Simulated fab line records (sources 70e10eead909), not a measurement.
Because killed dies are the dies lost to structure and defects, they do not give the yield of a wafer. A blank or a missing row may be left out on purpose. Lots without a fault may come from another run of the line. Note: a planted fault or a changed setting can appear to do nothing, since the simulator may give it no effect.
Which tool is to blame?    flow nand-harc    72 wafers from 24 lots sampled at 4 of the route's 1159 steps

## WHAT THE GAUGES READ, wafer by wafer
NHARC_A_CONTACT_CD_MEAS_53.
lot   measured      on         cd-nm (nm)
L078  day 16 18:46  cd-sem-02  189.5 188.7 189.2
L079  day 16 22:51  cd-sem-03  190.0 189.0 190.0
L076  day 16 23:43  cd-sem-03  190.6 191.2 190.4
L075  day 17 01:35  cd-sem-03  189.5 189.5 188.7
L074  day 17 05:45  cd-sem-01  188.6 189.9 189.3
L077  day 17 06:07  cd-sem-03  189.2 189.9 188.9
L080  day 17 20:44  cd-sem-01  189.3 190.0 189.6
L083  day 18 06:45  cd-sem-02  188.2 188.5 187.9
L082  day 18 14:07  cd-sem-03  189.7 190.5 189.9
L084  day 18 19:37  cd-sem-02  188.7 188.6 188.9
L081  day 18 21:02  cd-sem-01  190.8 190.9 190.4
L085  day 19 05:10  cd-sem-01  188.9 188.8 189.1
L089  day 19 06:02  cd-sem-01  188.6 187.9 188.2
L087  day 19 22:01  cd-sem-03  190.2 190.3 189.1
L086  day 19 22:31  cd-sem-02  190.7 189.7 190.0
L088  day 20 08:19  cd-sem-02  188.9 188.9 188.6
L090  day 20 09:34  cd-sem-02  189.8 190.3 190.1
L091  day 20 15:22  cd-sem-03  190.1 188.9 190.1
L092  day 20 16:23  cd-sem-02  189.7 191.0 190.7
L094  day 21 01:32  cd-sem-01  189.0 189.1 189.1
L093  day 21 02:05  cd-sem-02  190.9 191.1 191.5
L097  day 21 20:56  cd-sem-02  190.2 190.5 190.4
L095  day 21 21:43  cd-sem-02  190.0 190.2 189.7
L096  day 22 02:06  cd-sem-03  189.8 189.4 189.4

## EACH LOT AND THE TOOL THAT RAN IT (in order: tool; ch and the chambers of the sampled wafers; start)
lot   NHARC_A_CONTACT_DEP_29           NHARC_A_CONTACT_ETCH_117              NHARC_A_CONTACT_ETCH_122
L078  pecvd-02 ch 0,1,2, day 16 14:07  har-cap-etch-01 ch 0,1, day 16 17:25  har-cap-etch-01 ch 0,1, day 16 17:52
L079  pecvd-01 ch 0,1, day 16 18:40    har-cap-etch-01 ch 0,1, day 16 21:30  har-cap-etch-01 ch 0,1, day 16 21:58
L076  pecvd-02 ch 0,1, day 16 19:17    har-cap-etch-03 ch 0,1, day 16 22:18  har-cap-etch-03 ch 0,1, day 16 22:46
L075  pecvd-01 ch 0,1, day 16 21:10    har-cap-etch-01 ch 0,1, day 17 00:14  har-cap-etch-01 ch 0,1, day 17 00:42
L074  pecvd-01 ch 0,2, day 17 01:14    har-cap-etch-03 ch 0,1, day 17 04:08  har-cap-etch-03 ch 0,1, day 17 04:36
L077  pecvd-01 ch 1,2, day 17 01:25    har-cap-etch-01 ch 0,1, day 17 04:38  har-cap-etch-01 ch 0,1, day 17 05:05
L080  pecvd-02 ch 0,1, day 17 16:24    har-cap-etch-01 ch 0,1, day 17 19:20  har-cap-etch-01 ch 0,1, day 17 19:47
L083  pecvd-02 ch 0,1, day 18 02:29    har-cap-etch-03 ch 0,1, day 18 05:22  har-cap-etch-03 ch 0,1, day 18 05:49
L082  pecvd-01 ch 0,2, day 18 09:56    har-cap-etch-01 ch 0,1, day 18 12:45  har-cap-etch-01 ch 0,1, day 18 13:12
L084  pecvd-02 ch 1,2, day 18 15:33    har-cap-etch-02 ch 0,1, day 18 18:16  har-cap-etch-02 ch 0,1, day 18 18:43
L081  pecvd-02 ch 0,2, day 18 16:29    har-cap-etch-01 ch 0,1, day 18 19:40  har-cap-etch-01 ch 0,1, day 18 20:07
L085  pecvd-02 ch 0,1,2, day 19 00:58  har-cap-etch-01 ch 0,1, day 19 03:48  har-cap-etch-01 ch 0,1, day 19 04:15
L089  pecvd-01 ch 0,1,2, day 19 01:57  har-cap-etch-02 ch 0,1, day 19 04:41  har-cap-etch-02 ch 0,1, day 19 05:08
L087  pecvd-01 ch 0,1,2, day 19 16:22  har-cap-etch-03 ch 0,1, day 19 20:38  har-cap-etch-03 ch 0,1, day 19 21:05
L086  pecvd-02 ch 0,1, day 19 17:24    har-cap-etch-01 ch 0,1, day 19 21:05  har-cap-etch-01 ch 0,1, day 19 21:32
L088  pecvd-04 ch 0,1, day 20 04:03    har-cap-etch-01 ch 0,1, day 20 06:58  har-cap-etch-01 ch 0,1, day 20 07:25
L090  pecvd-04 ch 0,1, day 20 04:41    har-cap-etch-02 ch 0,1, day 20 08:13  har-cap-etch-02 ch 0,1, day 20 08:40
L091  pecvd-04 ch 0,1,2, day 20 10:51  har-cap-etch-01 ch 0,1, day 20 13:55  har-cap-etch-01 ch 0,1, day 20 14:22
L092  pecvd-04 ch 0,1,2, day 20 12:07  har-cap-etch-02 ch 0,1, day 20 14:47  har-cap-etch-02 ch 0,1, day 20 15:14
L094  pecvd-01 ch 0,2, day 20 21:22    har-cap-etch-02 ch 0,1, day 21 00:10  har-cap-etch-02 ch 0,1, day 21 00:37
L093  pecvd-01 ch 0,1,2, day 20 21:46  har-cap-etch-03 ch 0,1, day 21 00:43  har-cap-etch-03 ch 0,1, day 21 01:10
L097  pecvd-02 ch 0,1, day 21 16:23    har-cap-etch-01 ch 0, day 21 19:17    har-cap-etch-01 ch 0, day 21 19:44
L095  pecvd-01 ch 0,1,2, day 21 17:00  har-cap-etch-03 ch 0,1, day 21 20:16  har-cap-etch-03 ch 0,1, day 21 20:43
L096  pecvd-02 ch 1,2, day 21 21:16    har-cap-etch-02 ch 0,1, day 22 00:29  har-cap-etch-02 ch 0,1, day 22 00:57
- NHARC_A_CONTACT_DEP_29: deposits SiON, target thk 70 nm.
- NHARC_A_CONTACT_ETCH_117: etches the open film in C4F8/O2/Ar, time 94 s, target depth 922 nm.
- NHARC_A_CONTACT_ETCH_122: etches the open film in C4F8/O2/Ar, time 95 s, target depth 930 nm.

## WHAT THE TOOLS THEMSELVES READ (means of the sampled wafers that have a number; where no wafer has one, the mark that the record gives instead)
NHARC_A_CONTACT_DEP_29.
lot   tool      heater-power-w (W)  rf-fwd-power-W (W)  showerhead-vpp-V (V)
L078  pecvd-02  675                 347.8               1149
L079  pecvd-01  877                 348.2               1168
L076  pecvd-02  693                 348.4               1113
L075  pecvd-01  823                 348.1               1178
L074  pecvd-01  642                 347.4               1106
L077  pecvd-01  688                 348.5               1125
L080  pecvd-02  736                 348.9               1108
L083  pecvd-02  675                 349.4               1141
L082  pecvd-01  665                 348.8               1104
L084  pecvd-02  573                 349.1               1187
L081  pecvd-02  680                 347.7               1156
L085  pecvd-02  699                 348.7               1151
L089  pecvd-01  746                 348.3               1133
L087  pecvd-01  780                 348.3               1142
L086  pecvd-02  719                 349.5               1114
L088  pecvd-04  741                 348.4               1121
L090  pecvd-04  714                 347.8               1109
L091  pecvd-04  702                 349.1               1144
L092  pecvd-04  705                 347.3               1152
L094  pecvd-01  754                 347.0               1126
L093  pecvd-01  748                 348.3               1130
L097  pecvd-02  695                 347.8               1152
L095  pecvd-01  781                 347.8               1150
L096  pecvd-02  596                 347.4               1191

NHARC_A_CONTACT_ETCH_117.
lot   tool             oes-air-line-au (a.u.)
L078  har-cap-etch-01  1.000
L079  har-cap-etch-01  0.973
L076  har-cap-etch-03  0.988
L075  har-cap-etch-01  0.980
L074  har-cap-etch-03  0.977
L077  har-cap-etch-01  1.002
L080  har-cap-etch-01  0.989
L083  har-cap-etch-03  1.026
L082  har-cap-etch-01  1.008
L084  har-cap-etch-02  0.995
L081  har-cap-etch-01  1.006
L085  har-cap-etch-01  0.985
L089  har-cap-etch-02  0.980
L087  har-cap-etch-03  1.002
L086  har-cap-etch-01  1.002
L088  har-cap-etch-01  1.008
L090  har-cap-etch-02  0.991
L091  har-cap-etch-01  0.987
L092  har-cap-etch-02  1.012
L094  har-cap-etch-02  1.007
L093  har-cap-etch-03  0.999
L097  har-cap-etch-01  0.994
L095  har-cap-etch-03  0.990
L096  har-cap-etch-02  0.998

NHARC_A_CONTACT_ETCH_122.
lot   tool             oes-air-line-au (a.u.)
L078  har-cap-etch-01  0.999
L079  har-cap-etch-01  0.997
L076  har-cap-etch-03  0.999
L075  har-cap-etch-01  1.003
L074  har-cap-etch-03  1.004
L077  har-cap-etch-01  1.015
L080  har-cap-etch-01  1.017
L083  har-cap-etch-03  1.005
L082  har-cap-etch-01  1.011
L084  har-cap-etch-02  0.998
L081  har-cap-etch-01  1.030
L085  har-cap-etch-01  0.994
L089  har-cap-etch-02  0.985
L087  har-cap-etch-03  0.998
L086  har-cap-etch-01  1.000
L088  har-cap-etch-01  1.021
L090  har-cap-etch-02  0.973
L091  har-cap-etch-01  1.018
L092  har-cap-etch-02  0.991
L094  har-cap-etch-02  1.006
L093  har-cap-etch-03  0.995
L097  har-cap-etch-01  0.992
L095  har-cap-etch-03  1.025
L096  har-cap-etch-02  1.016

## THE ANSWER, worked out from the rows above alone
Rule: the lots themselves supply what counts as usual. The widest of any qualifying gaps counts: lots, ordered by their means at a reading, are off when they make up no more than a third of the lots, leave a main group of 4 or more, and stand apart from it by 3 or more times the standard deviation of that group's means. Not used: any main group whose means are identical at the precision the tables above print for the reading. Also off: a lot with no number at a reading for which 4 or more lots have one. The other lots that the step has rows for count as sound. First the gauges in route order, then the tools' own readings, where a lot's mean is used as printed above. At the first step where some lot is off, the reading lying furthest off is the one used; lots without a number count as furthest.
No lot is off on any of the readings shown, so nothing can be concluded from this.

## WHAT THE SIMULATOR PUT IN
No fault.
